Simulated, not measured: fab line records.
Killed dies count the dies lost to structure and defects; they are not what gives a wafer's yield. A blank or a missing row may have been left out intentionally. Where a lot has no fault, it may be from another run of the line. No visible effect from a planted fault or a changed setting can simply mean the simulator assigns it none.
Split-lot study :: flow n5-finfet :: 7 lots, 21 wafers read, on a route of 1938 steps

ON THE SPLIT
At N5_GATE_CUT_ETCH_58 (etches SiNx in CH3F/O2, target depth 17 nm, time 128.6 s), the setting bias-w was moved away from the recipe's 21 W on 7 of the 21 wafers read, by -8.1% to +16.0%. All remaining wafers had this setting at the recipe value.

The reading comes from the split's own step.

THE READING
rf-vpp-V, in V, at N5_GATE_CUT_ETCH_58 (etches SiNx in CH3F/O2, target depth 17 nm, time 128.6 s). On this fab line, fault-free wafers typically give 99.1 V with a standard deviation of 0.93 V.

wafer: L080.1
tool, chamber at the split: rie-diel-05, 0
bias-w as run, W: 21
against the recipe: recipe
rf-vpp-V, V: 100.0
against lot-mates on the recipe: -

wafer: L080.2
tool, chamber at the split: rie-diel-05, 1
bias-w as run, W: 21
against the recipe: recipe
rf-vpp-V, V: 98.0
against lot-mates on the recipe: -

wafer: L080.5
tool, chamber at the split: rie-diel-05, 3
bias-w as run, W: 21
against the recipe: recipe
rf-vpp-V, V: 99.6
against lot-mates on the recipe: -

wafer: L081.3
tool, chamber at the split: rie-diel-04, 2
bias-w as run, W: 24.37
against the recipe: +16.0%
rf-vpp-V, V: 107.9
against lot-mates on the recipe: +9.8

wafer: L081.4
tool, chamber at the split: rie-diel-04, 1
bias-w as run, W: 24.37
against the recipe: +16.0%
rf-vpp-V, V: 109.8
against lot-mates on the recipe: +11.7

wafer: L081.6
tool, chamber at the split: rie-diel-04, 3
bias-w as run, W: 21
against the recipe: recipe
rf-vpp-V, V: 98.1
against lot-mates on the recipe: -

wafer: L084.1
tool, chamber at the split: rie-diel-04, 3
bias-w as run, W: 21
against the recipe: recipe
rf-vpp-V, V: 98.6
against lot-mates on the recipe: -

wafer: L084.4
tool, chamber at the split: rie-diel-04, 1
bias-w as run, W: 21
against the recipe: recipe
rf-vpp-V, V: 100.3
against lot-mates on the recipe: -

wafer: L084.5
tool, chamber at the split: rie-diel-04, 2
bias-w as run, W: 21
against the recipe: recipe
rf-vpp-V, V: 97.0
against lot-mates on the recipe: -

wafer: L088.1
tool, chamber at the split: rie-diel-04, 2
bias-w as run, W: 21
against the recipe: recipe
rf-vpp-V, V: 97.8
against lot-mates on the recipe: -

wafer: L088.2
tool, chamber at the split: rie-diel-04, 0
bias-w as run, W: 22.99
against the recipe: +9.5%
rf-vpp-V, V: 106.0
against lot-mates on the recipe: +7.5

wafer: L088.3
tool, chamber at the split: rie-diel-04, 1
bias-w as run, W: 21
against the recipe: recipe
rf-vpp-V, V: 99.3
against lot-mates on the recipe: -

wafer: L091.1
tool, chamber at the split: rie-diel-05, 2
bias-w as run, W: 19.7
against the recipe: -6.2%
rf-vpp-V, V: 94.4
against lot-mates on the recipe: -5.4

wafer: L091.5
tool, chamber at the split: rie-diel-05, 2
bias-w as run, W: 21
against the recipe: recipe
rf-vpp-V, V: 99.8
against lot-mates on the recipe: -

wafer: L091.6
tool, chamber at the split: rie-diel-05, 1
bias-w as run, W: 19.7
against the recipe: -6.2%
rf-vpp-V, V: 95.4
against lot-mates on the recipe: -4.4

wafer: L093.1
tool, chamber at the split: rie-diel-04, 3
bias-w as run, W: 21
against the recipe: recipe
rf-vpp-V, V: 99.9
against lot-mates on the recipe: -

wafer: L093.2
tool, chamber at the split: rie-diel-04, 1
bias-w as run, W: 21
against the recipe: recipe
rf-vpp-V, V: 100.2
against lot-mates on the recipe: -

wafer: L093.5
tool, chamber at the split: rie-diel-04, 3
bias-w as run, W: 19.3
against the recipe: -8.1%
rf-vpp-V, V: 94.3
against lot-mates on the recipe: -5.8

wafer: L095.3
tool, chamber at the split: rie-diel-01, 1
bias-w as run, W: 19.88
against the recipe: -5.3%
rf-vpp-V, V: 95.5
against lot-mates on the recipe: -3.7

wafer: L095.4
tool, chamber at the split: rie-diel-01, 0
bias-w as run, W: 21
against the recipe: recipe
rf-vpp-V, V: 100.2
against lot-mates on the recipe: -

wafer: L095.6
tool, chamber at the split: rie-diel-01, 2
bias-w as run, W: 21
against the recipe: recipe
rf-vpp-V, V: 98.2
against lot-mates on the recipe: -

THE FIT
A straight line over all 21 wafers: rf-vpp-V changes by +0.63 V for each +1% of bias-w; r = +0.97; the points scatter about the line by 1 V.
The same after taking each lot's own level away (the mean of its wafers on the recipe; 21 wafers): +0.701 V for each +1%; r = +0.98; scatter 0.88 V.
Per that fit: largest bias-w move, reading shift of 11 V.
The span of the lots' own levels, 98.10 to 100.05 V, comes to 2.1 times the standard deviation stated above.
Thus the slope moves with the lot-to-lot level: the two fits are different.
Check: for one of the wafers moved furthest among these (+16.0%), held out of the fit, the line's prediction against its lot-mates is +11.9 V. Against them it came out at +9.8 V.
Tool readings at the split's step, against how far the setting was moved: rf-vpp-V r = +0.97.

ADDITIONAL SPLITS CARRIED BY THESE WAFERS
Before the reading, these wafers also passed through other splits. Each is held against what the fit with the lots' levels taken away leaves over:
other split on the same wafers: N5_SD_EPI_N_EPI_21 epi-growth-time-s
wafers away from the commonest value: 7
r with rf-vpp-V (lot level and that fit taken away): -0.01

other split on the same wafers: N5_ILD0_CMP_03 down-force-psi
wafers away from the commonest value: 8
r with rf-vpp-V (lot level and that fit taken away): +0.07

other split on the same wafers: N5_HKMG_FIN_PEB_10 peb-time-s
wafers away from the commonest value: 8
r with rf-vpp-V (lot level and that fit taken away): +0.24

THE WHOLE CHAIN: every reading that the file lists as answering this split, in the file's order
step: N5_GATE_CUT_ETCH_58
what it does: etches SiNx in CH3F/O2, target depth 17 nm, time 128.6 s
reading: rf-vpp-V
change (the file's fit): +0.71 V for each +1% of the setting
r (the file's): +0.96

step: N5_GATE_CUT_ETCH_58
what it does: etches SiNx in CH3F/O2, target depth 17 nm, time 128.6 s
reading: etch.depth-nm (the simulator's own value, which no gauge read)
change (the file's fit): +0.0978 nm for each +1% of the setting
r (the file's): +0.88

FILE'S OWN FIT
rf-vpp-V changes by +0.71 V for each +1% of bias-w, r = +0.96.
